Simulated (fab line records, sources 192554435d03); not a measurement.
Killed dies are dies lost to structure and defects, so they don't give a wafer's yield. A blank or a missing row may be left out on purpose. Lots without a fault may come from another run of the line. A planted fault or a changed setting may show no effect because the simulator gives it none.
fab line records | flow n5_finfet
record lots=6 wafers=18 last_day=19
route steps=1938 shown ILD0@341 SDB@347 PASSIVATION@1936
lots that met no fault: from a run of the same line without faults
start_h: hours from the record's first day to the start of the lot's first wafer shown | wait_h: hours since the lot's step before | " the same as in the row above | L1.1+2: a row that stands for several wafers | - no value, or no start given | * or withheld: withheld | < > ~ a bound
route shown NAME@n: a module of which the file shows steps, and the number in the route of the first | usual: mean/standard deviation of fault-free wafers | same: alike in all rows | chamber/n: place in a boat | sites: the reading at each site | _std_site: their standard deviation | _edge_site: outer sites' mean less inner sites' | radius_mm: how far each site lies from the wafer's centre | mask NAME#n: copy n | behind: the tool/chamber that last shaped the wafer | hold: why the lot was held/for how many hours/how that ended | device: the transistor (n, p or np) that didn't switch | end of line: the same wafers' tests at the end of the route | a step without rows: its recipe alone | killed: dies lost to structure and defects at the first sort, not the wafer's yield | map: a wafer's dies, x killed, . not, _ none there
set.NAME: the setting as run; set.NAME@STEP: as run at that earlier step | model.NAME: the simulator's own value behind a step, which no gauge read
lots at some steps of the route; a table a step, a row a wafer
services: from which hour (start_h, from the record's first day; less than 0 if before it) a tool's chamber was out of use, for how many hours, and why
## steps
# step N5_ILD0_THK_MEAS_08
# usual thk_nm=138.7/1
# columns lot.wafer tool chamber start_h wait_h thk_nm
L889.1 film_metro-02 - 63.32 - 138.1
L889.4 " - " " 138.5
L889.6 " - " " 138.2
L896.1 film_metro-02 - 106.91 - 139.3
L896.3 " - " " 138.2
L896.4 " - " " 138.8
L903.3 film_metro-02 - 146.03 - 138.4
L903.5 " - " " 138.2
L903.6 " - " " 139.9
L904.3 film_metro-02 - 152.76 - 135.6
L904.4 " - " " 137.2
L904.5 " - " " 137.6
L907.1 film_metro-01 - 170.01 - 138.2
L907.2 " - " " 139.8
L907.6 " - " " 138.3
L909.1 film_metro-01 - 183.12 - 137.9
L909.4 " - " " 137.8
L909.6 " - " " 139.3
# step N5_ILD0_PRECLEAN_10
# recipe chemistry=NF3:NH3 afs_cycles=5 time_s=20 temp_c=30 sublimation_temp_c=180 sublimation_time_s=60 pressure_torr=3 rf_power_w=30
# step N5_ILD0_ALD_15
# recipe material=SiNx target_thk_a=240 temp_c=400 ald_precursor_family=SiH2I2 ald_co_reactant=N2/H2-plasma pulse_time_s=1 ald_cycles=480 purge_time_s=2 co_reactant_purge_time_s=2 pressure_torr=2
# usual heater_power_w=833/77 precursor_pulse_height_rel=1.000/0.021
# same purge_time_s=2
# columns lot.wafer tool chamber start_h wait_h heater_power_w precursor_pulse_height_rel
L889.1 ald_sin-03 2 64.04 0.6 951 0.994
L889.4 " 0 " " 890 1.009
L889.6 " 0 65.13 1.1 886 1.024
L896.1 ald_sin-04 1 107.63 0.6 698 0.985
L896.3 " 0 " " 910 0.973
L896.4 " 1 108.71 1.3 697 0.986
L903.3 ald_sin-04 3 146.76 0.4 753 1.012
L903.5 " 1 147.85 1.2 693 1.024
L903.6 " 2 " " 775 1.005
L904.3 ald_sin-04 3 153.48 0.4 740 1.015
L904.4 " 1 " " 684 1.001
L904.5 " 1 154.57 1.2 703 0.962
L907.1 ald_sin-03 1 170.73 0.6 888 1.031
L907.2 " 3 " " 902 0.991
L907.6 " 1 171.81 1.1 882 1.019
L909.1 ald_sin-01 1 183.84 0.6 791 0.998
L909.4 " 2 184.93 1.3 745 1.052
L909.6 " 1 " " 799 0.955
# step N5_ILD0_CMP_12
# recipe stop_on=poly-Si material=SiNx t_overpolish_s=6 post_cmp_clean=alkaline_brush down_force_psi=2.5 platen_rpm=51.8 pad_velocity_m_s=1.0307 target_thk_nm=17.67
# usual motor_current_A=8.7/0.54 overpolish_run_s=6.000/0.0089 pad_life_wafers=1280/730 slurry_flow_ml_min=150.0/0.45 time_to_endpoint_s=28.5/2.1
# columns lot.wafer tool chamber start_h wait_h motor_current_A overpolish_run_s pad_life_wafers slurry_flow_ml_min time_to_endpoint_s
L889.4 cmp-02 0 66.32 1.2 7.9 6.024 1694 150.1 31.5
L889.1 " 1 " " 8.7 5.985 1695 149.8 33.0
L889.6 " 3 " " 8.8 6.007 - 149.1 32.6
L896.1 cmp-01 2 110.01 1.3 8.6 5.999 1776 150.1 29.0
L896.4 " 3 " " 8.8 6.002 1777 150.3 26.4
L896.3 " 0 " " 9.1 5.994 1778 149.5 27.1
L903.3 cmp-03 0 149.04 1.2 10.4 6.009 1874 150.6 29.0
L903.5 " 2 " " 7.9 5.997 - 149.7 26.2
L903.6 " 3 " " 8.0 6.001 - 149.6 29.2
L904.4 cmp-03 2 155.76 1.2 8.5 5.984 1922 150.2 28.2
L904.3 " 3 " " 7.9 5.987 1923 149.5 27.5
L904.5 " 0 " " 10.1 6.007 - 150.0 26.4
L907.1 cmp-02 1 172.93 1.1 8.3 6.003 474 150.4 29.8
L907.2 " 2 " " 8.5 5.987 475 149.6 26.8
L907.6 " 1 " " 8.5 6.004 - 150.1 30.1
L909.4 cmp-01 2 186.04 0.0 9.3 6.014 432 149.7 26.7
L909.1 " 3 " " 8.3 6.018 433 149.9 23.4
L909.6 " 3 " " 9.0 5.997 - 150.2 24.8
# step N5_ILD0_THK_MEAS_13
# usual thk_nm=17.2/1.1
# columns lot.wafer tool chamber start_h wait_h thk_nm
L889.1 film_metro-01 - 66.54 - 17.2
L889.4 " - " " 17.7
L889.6 " - " " 17.5
L896.1 film_metro-02 - 110.30 - 18.7
L896.3 " - " " 17.0
L896.4 " - " " 18.8
L903.3 film_metro-02 - 149.26 - 16.5
L903.5 " - " " 16.9
L903.6 " - " " 18.4
L904.3 film_metro-02 - 155.98 - 16.9
L904.4 " - " " 16.8
L904.5 " - " " 16.0
L907.1 film_metro-02 - 173.22 - 19.3
L907.2 " - " " 17.9
L907.6 " - " " 19.2
L909.1 film_metro-02 - 186.33 - 15.3
L909.4 " - " " 16.5
L909.6 " - " " 15.5
# step N5_ILD0_INSPECT_06
# recipe inspect_instrument=darkfield mode=post_cmp
# usual raw_defect_count=36/16
# columns lot.wafer tool chamber start_h wait_h raw_defect_count
L889.1 defect_inspect-02 - 66.56 0.0 63
L889.4 " - " " 43
L889.6 " - " " 43
L896.1 defect_inspect-01 - 110.33 0.0 80
L896.3 " - " " 57
L896.4 " - " " 30
L903.3 defect_inspect-01 - 149.28 0.0 47
L903.5 " - " " 55
L903.6 " - " " 47
L904.3 defect_inspect-01 - 156.00 0.0 21
L904.4 " - " " 25
L904.5 " - " " 20
L907.1 defect_inspect-01 - 173.25 0.0 26
L907.2 " - " " 50
L907.6 " - " " 63
L909.1 defect_inspect-02 - 186.36 0.0 31
L909.4 " - " " 46
L909.6 " - " " 27
# step N5_SDB_HM_DEP_00
# recipe material=SiNx target_thk_a=400 temp_c=400 precursor=SiH4/NH3/N2 pressure_torr=1.5 rf_w=300 time_s=35.3
# usual heater_power_w=755/85 showerhead_plenum_p_Torr=5.18/0.037 throttle_valve_pct=40.6/2.8
# columns lot.wafer tool chamber start_h wait_h heater_power_w showerhead_plenum_p_Torr throttle_valve_pct
L889.1 pecvd-03 1 66.60 0.0 1007 5.16 39.9
L889.4 " 0 " " 905 5.13 43.9
L889.6 " 1 " " 970 5.17 39.6
L896.1 pecvd-02 0 110.37 0.0 620 5.18 43.8
L896.3 " 1 " " 726 5.18 42.7
L896.4 " 1 " " 747 5.18 42.7
L903.3 pecvd-02 2 149.32 0.0 776 5.18 36.7
L903.5 " 1 " " 685 5.17 42.6
L903.6 " 0 " " 666 5.18 43.7
L904.3 pecvd-02 0 156.04 0.0 617 5.18 43.6
L904.4 " 1 " " 690 5.19 42.9
L904.5 " 0 " " 611 5.18 43.8
L907.1 pecvd-04 0 173.28 0.0 745 5.15 42.0
L907.2 " 1 " " 883 5.27 37.7
L907.6 " 2 " " 750 5.19 41.5
L909.1 pecvd-02 0 186.40 0.0 589 5.18 43.9
L909.4 " 2 " " 750 5.18 36.9
L909.6 " 1 " " 659 5.17 42.5
# step N5_SDB_COAT_03
# recipe resist=SOC temp_c=250 time_s=60 spin_rpm=1500 resist_thk_nm=100
# step N5_SDB_COAT_04
# recipe resist=SiARC temp_c=220 time_s=60 spin_rpm=1500 resist_thk_nm=18
# step N5_SDB_COAT_05
# recipe resist=CAR-ArF spin_rpm=1500 resist_thk_nm=90
# step N5_SDB_EBR_07
# recipe solvent=PGMEA ebr_width_mm=1.5
# step N5_SDB_SOFTBAKE_06
# recipe temp_c=110 time_s=60 resist=CAR-ArF
# step N5_SDB_EXPOSE_08
# recipe mask_id=SDB na=1.35 source_shape=conventional sigma_outer=0.5 polarization=unpolarized dose_mj=49.6
# columns lot.wafer tool chamber start_h wait_h mask model.SDB.overlay_x_nm
L889.1+4+6 arfi_scanner-01 0 66.92 - SDB#0 0.6
L896.1+3+4 arfi_scanner-02 0 110.69 - SDB#0 -0.8
L903.3+5+6 arfi_scanner-01 0 149.53 - SDB#0 10
L904.3+4+5 arfi_scanner-01 0 156.25 - SDB#0 9.4
L907.1+2+6 arfi_scanner-02 0 173.61 - SDB#0 0.2
L909.1+4+6 arfi_scanner-02 0 186.72 - SDB#0 0.2
# step N5_SDB_PEB_09
# recipe peb_temp_c=withheld peb_time_s=60 resist=CAR-ArF
# step N5_SDB_DEVELOP_10
# recipe develop_time_s=30 developer=TMAH resist=CAR-ArF rinse_liquid=diw dry=air_spin dev_temp_c=23
# step N5_SDB_CD_MEAS_11
# recipe target_cd_nm=50 landing_energy_ev=500 detector=se_inlens polarity=opening
# usual cd_nm=50.1/1
# columns lot.wafer tool chamber start_h wait_h cd_nm
L889.1 cd_sem-02 0 67.05 - 52.4
L889.4 " 0 " " 51.2
L889.6 " 0 " " 52.1
L896.1 cd_sem-03 0 110.82 - 49.3
L896.3 " 0 " " 49.0
L896.4 " 0 " " 49.2
L903.3 cd_sem-02 0 149.65 - 50.7
L903.5 " 0 " " 49.8
L903.6 " 0 " " 49.8
L904.3 cd_sem-03 0 156.37 - 49.2
L904.4 " 0 " " 50.8
L904.5 " 0 " " 48.9
L907.1 cd_sem-01 0 173.73 - 50.2
L907.2 " 0 " " 49.4
L907.6 " 0 " " 50.9
L909.1 cd_sem-02 0 186.85 - 49.3
L909.4 " 0 " " 51.6
L909.6 " 0 " " 51.0
# step N5_SDB_OVL_MEAS_12
# recipe points_per_wafer=44
# usual SDB_OVL=0.7/0.78
# columns lot.wafer tool chamber start_h wait_h SDB_OVL[nm]
L889.1 overlay-01 0 67.08 0.0 0.5
L889.4 " 0 " " 1.6
L889.6 " 0 " " 2.5
L896.1 overlay-02 0 110.85 0.0 0.0
L896.3 " 0 " " 0.6
L896.4 " 0 " " -0.8
L903.3 overlay-02 0 149.68 0.0 10.1
L903.5 " 0 " " 10.3
L903.6 " 0 " " 10.1
L904.3 overlay-02 0 156.39 0.0 8.8
L904.4 " 0 " " 9.8
L904.5 " 0 " " 8.5
L907.1 overlay-01 0 173.76 0.0 1.7
L907.2 " 0 " " 0.6
L907.6 " 0 " " 1.2
L909.1 overlay-02 0 186.88 0.0 1.4
L909.4 " 0 " " 0.8
L909.6 " 0 " " 1.6
# step N5_SDB_INSPECT_13
# recipe mode=adi inspect_instrument=brightfield
# usual raw_defect_count=74/29
# columns lot.wafer tool chamber start_h wait_h raw_defect_count
L889.1 defect_inspect-02 - 67.10 0.0 69
L889.4 " - " " 67
L889.6 " - " " 68
L896.1 defect_inspect-02 - 110.87 0.0 60
L896.3 " - " " 64
L896.4 " - " " 55
L903.3 defect_inspect-02 - 149.70 0.0 78
L903.5 " - " " 118
L903.6 " - " " 87
L904.3 defect_inspect-02 - 156.42 0.0 65
L904.4 " - " " 105
L904.5 " - " " 69
L907.1 defect_inspect-02 - 173.79 0.0 100
L907.2 " - " " 207
L907.6 " - " " 98
L909.1 defect_inspect-01 - 186.90 0.0 64
L909.4 " - " " 61
L909.6 " - " " 41
# step N5_PASSIVATION_PROBE_49
# usual killed_at_M0_to_M3=36/11 killed_at_M4_up=13/5.1 killed_at_contacts=14/4.9 killed_at_front_end=41/10 killed_at_other=3.4/2.6 killed_dies=107/16 killed_on_rim=14/4 killed_open=70/11 killed_short=36/7.8
# same gross_dies=1180 killed_at_back_side=0
# columns lot.wafer tool chamber start_h wait_h killed_at_M0_to_M3 killed_at_M4_up killed_at_contacts killed_at_front_end killed_at_other killed_dies killed_on_rim killed_open killed_short
L889.1 prober-01 - 315.32 0.0 54 26 20 36 3 139 16 94 44
L889.4 prober-01 - 315.47 0.2 38 13 14 33 2 100 2 53 46
L889.6 prober-01 - 315.57 0.3 55 11 11 34 3 114 19 61 52
L896.1 prober-01 - 341.52 0.0 40 3 23 32 5 103 21 73 30
L896.3 prober-01 - 341.62 0.1 43 13 9 40 8 113 9 70 42
L896.4 prober-01 - 341.67 0.2 38 18 11 38 3 108 18 73 33
L903.3 prober-01 - 416.89 0.1 35 15 13 1115 1 1179 152 73 18
L903.5 prober-01 - 416.99 0.2 24 13 12 1125 5 1179 152 73 28
L903.6 prober-01 - 417.04 0.3 40 17 9 1107 6 1179 152 61 39
L904.3 prober-02 - 423.84 0.1 38 7 11 1101 6 1163 150 67 32
L904.4 prober-02 - 423.89 0.2 24 13 10 1106 8 1161 148 61 32
L904.5 prober-02 - 423.94 0.2 42 8 13 1089 3 1155 149 69 36
L907.1 prober-01 - 462.36 0.0 38 9 11 44 1 103 14 61 41
L907.2 prober-01 - 462.41 0.1 54 10 14 54 3 135 22 88 43
L907.6 prober-01 - 462.61 0.3 43 14 18 39 2 116 17 82 33
# killed by level:class
L889.1 BEOL_M3:geometric_particle:open=17 MOL_CONTACT_COAG:geometric_particle:open=16 BEOL_M4:geometric_particle:open=14 BEOL_M1:geometric_particle:open=9 BEOL_M2:geometric_particle:open=8 BEOL_M0_SAQP:geometric_particle:short=7 BEOL_M2:geometric_particle:short=6 STI_FIN_REVEAL:geometric_particle:open=5
L889.4 BEOL_M0_SAQP:geometric_particle:short=13 MOL_CONTACT_COAG:geometric_particle:open=12 FIN_SAQP:geometric_particle:short=9 BEOL_M0_SAQP:geometric_particle:open=7 BEOL_M2:geometric_particle:open=6 STARTING-WAFER:geometric_particle:short=6 FIN_SAQP:geometric_particle:open=4 BEOL_M1:geometric_particle:open=4
L889.6 BEOL_M0_SAQP:geometric_particle:short=19 BEOL_M0_SAQP:geometric_particle:open=12 FIN_SAQP:geometric_particle:short=11 MOL_CONTACT_COAG:geometric_particle:open=9 FIN_SAQP:geometric_particle:open=7 DUMMY_GATE:geometric_particle:open=7 BEOL_M2:geometric_particle:open=5 BEOL_M3:geometric_particle:short=5
L896.1 MOL_CONTACT_COAG:geometric_particle:open=20 BEOL_M3:geometric_particle:open=18 FIN_SAQP:geometric_particle:open=7 GATE_CUT:geometric_particle:open=6 BEOL_M2:geometric_particle:open=5 DUMMY_GATE:geometric_particle:open=4 BEOL_M0_SAQP:geometric_particle:short=4 BEOL_M1:geometric_particle:open=4
L896.3 BEOL_M3:geometric_particle:open=12 FIN_SAQP:geometric_particle:short=11 BEOL_M0_SAQP:geometric_particle:open=8 MOL_CONTACT_COAG:geometric_particle:open=7 BEOL_M2:geometric_particle:open=6 MIM_TOP:geometric_particle:short=6 DUMMY_GATE:geometric_particle:open=5 GATE_CUT:geometric_particle:open=5
L896.4 BEOL_M3:geometric_particle:open=9 MOL_CONTACT_COAG:geometric_particle:open=8 BEOL_M4:geometric_particle:open=7 FIN_SAQP:geometric_particle:open=6 DUMMY_GATE:geometric_particle:open=6 BEOL_M3:geometric_particle:short=6 BEOL_M2:geometric_particle:open=5 BEOL_M0_SAQP:geometric_particle:open=5
L903.3 SDB:overlay=1088 MOL_CONTACT_COAG:geometric_particle:open=11 FIN_SAQP:geometric_particle:open=10 BEOL_M1:geometric_particle:open=10 BEOL_M0_SAQP:geometric_particle:open=8 BEOL_M3:geometric_particle:open=8 BEOL_M4:geometric_particle:open=7 FIN_SAQP:geometric_particle:short=4
L903.5 SDB:overlay=1076 STI_FIN_REVEAL:geometric_particle:open=11 BEOL_M4:geometric_particle:open=11 FIN_SAQP:geometric_particle:open=9 MOL_CONTACT_COAG:geometric_particle:open=9 BEOL_M2:geometric_particle:open=9 DUMMY_GATE:geometric_particle:open=5 BEOL_M3:geometric_particle:open=5
L903.6 SDB:overlay=1078 BEOL_M4:geometric_particle:open=12 BEOL_M2:geometric_particle:open=11 MOL_CONTACT_COAG:geometric_particle:open=7 BEOL_M0_SAQP:geometric_particle:open=7 BEOL_M0_SAQP:geometric_particle:short=6 BEOL_M1:geometric_particle:open=6 BEOL_M2:geometric_particle:short=5
L904.3 SDB:overlay=1064 BEOL_M0_SAQP:geometric_particle:open=13 BEOL_M0_SAQP:geometric_particle:short=12 MOL_CONTACT_COAG:geometric_particle:open=11 STI_FIN_REVEAL:geometric_particle:open=11 FIN_SAQP:geometric_particle:open=5 FIN_SAQP:geometric_particle:short=4 DUMMY_GATE:geometric_particle:open=4
L904.4 SDB:overlay=1068 STI_FIN_REVEAL:geometric_particle:open=8 MOL_CONTACT_COAG:geometric_particle:open=8 FIN_SAQP:geometric_particle:open=7 BEOL_M0_SAQP:geometric_particle:open=6 BEOL_M0_SAQP:geometric_particle:short=6 BEOL_M2:geometric_particle:open=5 SPACER0:geometric_particle:short=4
L904.5 SDB:overlay=1050 BEOL_M0_SAQP:geometric_particle:short=13 MOL_CONTACT_COAG:geometric_particle:open=12 STI_FIN_REVEAL:geometric_particle:open=11 BEOL_M2:geometric_particle:open=10 BEOL_M0_SAQP:geometric_particle:open=7 GATE_CUT:geometric_particle:short=6 STI_FIN_REVEAL:geometric_particle:short=4
L907.1 FIN_SAQP:geometric_particle:short=17 MOL_CONTACT_COAG:geometric_particle:open=9 STI_FIN_REVEAL:geometric_particle:open=8 BEOL_M3:geometric_particle:open=7 BEOL_M0_SAQP:geometric_particle:open=7 BEOL_M2:geometric_particle:open=7 FIN_SAQP:geometric_particle:open=6 BEOL_M0_SAQP:geometric_particle:short=6
L907.2 FIN_SAQP:geometric_particle:open=17 FIN_SAQP:geometric_particle:short=13 BEOL_M0_SAQP:geometric_particle:short=13 BEOL_M1:geometric_particle:open=11 STI_FIN_REVEAL:geometric_particle:open=10 MOL_CONTACT_COAG:geometric_particle:open=9 BEOL_M0_SAQP:geometric_particle:open=9 BEOL_M3:geometric_particle:open=9
L907.6 STI_FIN_REVEAL:geometric_particle:open=16 BEOL_M2:geometric_particle:open=14 MOL_CONTACT_COAG:geometric_particle:open=12 BEOL_M1:geometric_particle:open=9 MOL_CONTACT_COAG:geometric_particle:short=6 BEOL_M6:geometric_particle:open=6 FIN_SAQP:geometric_particle:open=5 BEOL_M0_SAQP:geometric_particle:short=5
# map L903.3 (x killed, . not)
_________________xxxxxxxxxxxx________________
______________xxxxxxxxxxxxxxxxxx_____________
___________xxxxxxxxxxxxxxxxxxxxxxxx__________
__________xxxxxxxxxxxxxxxxxxxxxxxxxx_________
________xxxxxxxxxxxxxxxxxxxxxxxxxxxxxx_______
_______xxxxxxxxxxxxxxxxxxxxxxxxxxxxxxxx______
______xxxxxxxxxxxxxxxxxxxxxxxxxxxxxxxxxx_____
_____xxxxxxxxxxxxxxxxxxxxxxxxxxxxxxxxxxxx____
____xxxxxxxxxxxxxxxxxxxxxxxxxxxxxxxxxxxxxx___
___xxxxxxxxxxxxxxxxxxxxxxxxxxxxxxxxxxxxxxxx__
___xxxxxxxxxxxxxxxxxxxxxxxxxxxxxxxxxxxxxxxx__
__xxxxxxxxxxxxxxxxxxxxxxxxxxxxxxxxxxxxxxxxxx_
__xxxxxxxxxxxxxxxxxxxxxxxxxxxxxxxxxxxxxxxxxx_
_xxxxxxxxxxxxxxxxxxxxxxxxxxxxxxxxxxxxxxxxxxxx
_xxxxxxxxxxxxxxxxxxxxxxxxxxxxxxxxxxxxxxxxxxxx
_xxxxxxxxxxxxxxxxxxxxxxxxxxxxxxxxxxxxxxxxxxxx
_xxxxxxxxxxxxxxxxxxxxxxxxxxxxxxxxxxxxxxxxxxxx
_xxxxxxxxxxxxxxxxxxxxxxxxxxxxxxxxxxxxxxxxxxxx
_xxxxxxxxxxxxxxxxxxxxxxxxxxxxxxxxxxxxxxxxxxxx
_xxxxxxxxxxxxxxxxxxxxxxxxxxxxxxxxxxxxxxxxxxxx
_xxxxxxxxxxxxxxxxxxxxxxxxxxxxxxxxxxxxxxxxxxxx
__xxxxxxxxxxxxxxxxxxxxxxxxxxxxxxxxxxxxxxxxxx_
__xxxxxxxxxxxxxxxxxxxxxxxxxxxxxxxxxxxxxxxxxx_
___xxxxxxxxxxxxxxxxxxxxxxxxxxxxxxxxxxxxxxxx__
___xxxxxxxxxxxxxxxxxxxxxxxxxxxxxxxxxxxxxxxx__
____xxxxxxxxxxxxxxxxxxxxxxxxxxxxxxxxxxxxxx___
_____xxxxxxxxxxxxxxxxxxxxxxxxxxxxxxxxxxxx____
______xxxxxxxxxxxxxxxxxxxxxxxxxxxxxxxxxx_____
_______xxxxxxxxxxxxxxxxxxxxxxxxxxxxxxxx______
________xxxxxxxxxxxxxxxxxxxxxxx.xxxxxx_______
__________xxxxxxxxxxxxxxxxxxxxxxxxxx_________
___________xxxxxxxxxxxxxxxxxxxxxxxx__________
______________xxxxxxxxxxxxxxxxxx_____________
_________________xxxxxxxxxxxx________________
# map L904.3 (x killed, . not)
_________________xxxxxxxxxxxx________________
______________xxxxxxxxxxxxxx.xxx_____________
___________xxxxxxxxxxxxxxxxxxxxxxxx__________
__________xxxxxxxxxxxxxxxxxxxxxxxxxx_________
________xxxxxxxxxxxxxxxxxxxxxxxxxxxxxx_______
_______xx.xxxxxxxxxxxxxxxxxxxxxxxxxxxxx______
______xxxxxxxxxxxxxxxxxxxxxxxxxxxxxxxxxx_____
_____xxxxxxxxxxxxxx.xxxxxxxxxxxxxxxxxxxxx____
____xxxxxxxxxxxxx.xxxxxxxxxxxxxxxxxxxxxxxx___
___xxxxxxxxxxxxxxxxxxxxxx.xxxxxxxxxxxxxxxxx__
___xxx.xxxxxxxxxxxxxxxxxxxxxxxxxxxxxxxxxxxx__
__xxxxxxxxxxxxxxxxxxxxxxxxxxxxxxxxxxxxxxxxxx_
__xxxxxxxxxxxxxxxxxxxxxxxxxxxxxxxxxxxxxxxxxx_
_xxxxxxxxxxxxxxxxxxxxxxxxxxxxxxxxxxxxxxxxxxxx
_x.xxxxxxxxxxxxxxxxxxxxxxxxxxxxxxxxxxxxxxxxxx
_xxxxxxxxxxxxxxxxxxxxxxxxxxxxxxxxxxxxxxxxxxxx
_xxxxxxxxxxx.xxxxxxxxxxxxxxxxx.xxxxxxxxxxxxxx
_xxxxxxxxxxxxxxxxxxxxxxxxx.xxxxxxxxxxxxxxxxxx
_xxxxxxxxxxxxxxxxxxxxxxxxxxxxxxxxxxxxxxxxxxxx
_xxxxxx.xxxxx.xxxxxxxxxxxxxxxxxxxxxxxxxxxxxxx
_xxxxxxxxxxxxxxxxxxxxxxxxxxxxxxxxxxxxxxxxxxxx
__xxxxxxxxxxxxxxxxxxxxxxxxxxxxxxxxxxxxxxxxxx_
__xxxxxxxxxxxxxxxxxxxxxxxxxxxxxxxxxxxxxxxxxx_
___xxxxxxxxxxxxxxxxxxxxxxxxx.xxxxxxxxxxxxxx__
___xxxxxxxxxxxxxxxxxxxxxx.xxxxxxxxxxxxxxxxx__
____xxxxxxxxxxxxxxxxxxxxxxxxxxxxxxxxxxxxxx___
_____xxxxx.xxxxxxxxxxxx.xxxxxxxxxxxxxxxxx____
______xxxxxxxxxxxxxxxxxxxxxxxxxxxxxxxxxx_____
_______xxxxxxxxxxxxxxxxxxxxxxxxxxxxxxxx______
________.xxxxxxxxxxxxxxxxxxxxxxxxxxxxx_______
__________xxxxxxxxxxxxxxxxxxxxxxxxxx_________
___________xxxxxxxxxxxxxxxxxxxxxxxx__________
______________xxxxxxxxxxxxxxxxxx_____________
_________________xxxxxxxxxxxx________________
## services
# columns tool chamber start_h hours kind
arfi_scanner-01 - 47.02 1.3 pm
arfi_scanner-01 - 48.32 0.8 pm
cmp-01 - 59.45 6.1 repair
pecvd-02 - 64.78 2.3 repair
arfi_scanner-01 - 69.08 8.4 repair
arfi_scanner-02 - 71.85 3.9 pm
arfi_scanner-02 - 83.96 0.6 repair
cmp-03 - 91.27 0.3 repair
arfi_scanner-02 - 99.34 1.3 pm
arfi_scanner-01 - 105.80 1.0 pm
cmp-02 - 107.60 12.0 pm
cmp-02 - 119.64 4.0 pm
arfi_scanner-02 - 119.97 1.0 pm
arfi_scanner-01 - 121.57 3.1 pm
cmp-01 - 131.77 4.0 pm
ald_sin-03 3 134.81 2.6 repair
arfi_scanner-01 - 142.27 1.3 pm
arfi_scanner-01 - 150.81 0.8 pm
cmp-03 - 153.03 0.3 repair
cmp-01 - 159.13 2.1 repair
ald_sin-04 - 164.23 2.8 pm
arfi_scanner-01 - 175.94 3.9 pm
ald_sin-04 - 177.68 14.0 pm
arfi_scanner-02 - 179.39 0.8 pm
## key
first_sign step=N5_SDB_OVL_MEAS_12 reading=SDB_OVL direction=up sigmas=11 usual=0.7 struck=9.6
effect step=N5_PASSIVATION_PROBE_49 reading=killed_at_front_end direction=up sigmas=99+ usual=41 struck=1107
model_effect step=N5_SDB_EXPOSE_08 value=SDB.overlay_x_nm without=0.1 struck=9.7
more_kills_born_at N5_SDB_EXPOSE_08@arfi_scanner-01=6424
met_at N5_SDB_EXPOSE_08
struck_wafers L903.3,L903.5,L903.6,L904.3,L904.4,L904.5
tester_left_out L903,L904
onset_between 66.92 149.53
also_fits N5_ILD0_ALD_15:ald_sin-04,N5_ILD0_CMP_12:cmp-03
fault kind=scanner_matching_overlay tool=arfi_scanner-01 chamber=- onset_h=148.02 steps=N5_SDB_EXPOSE_08 offset=9.5414
# tester_left_out: of these lots the tester's yield and bins aren't shown, on N5 and GAA mostly nor the transistor test; their killed dies are dies lost to structure and defects alone, not to doping, threshold or leakage, so they don't give the yield
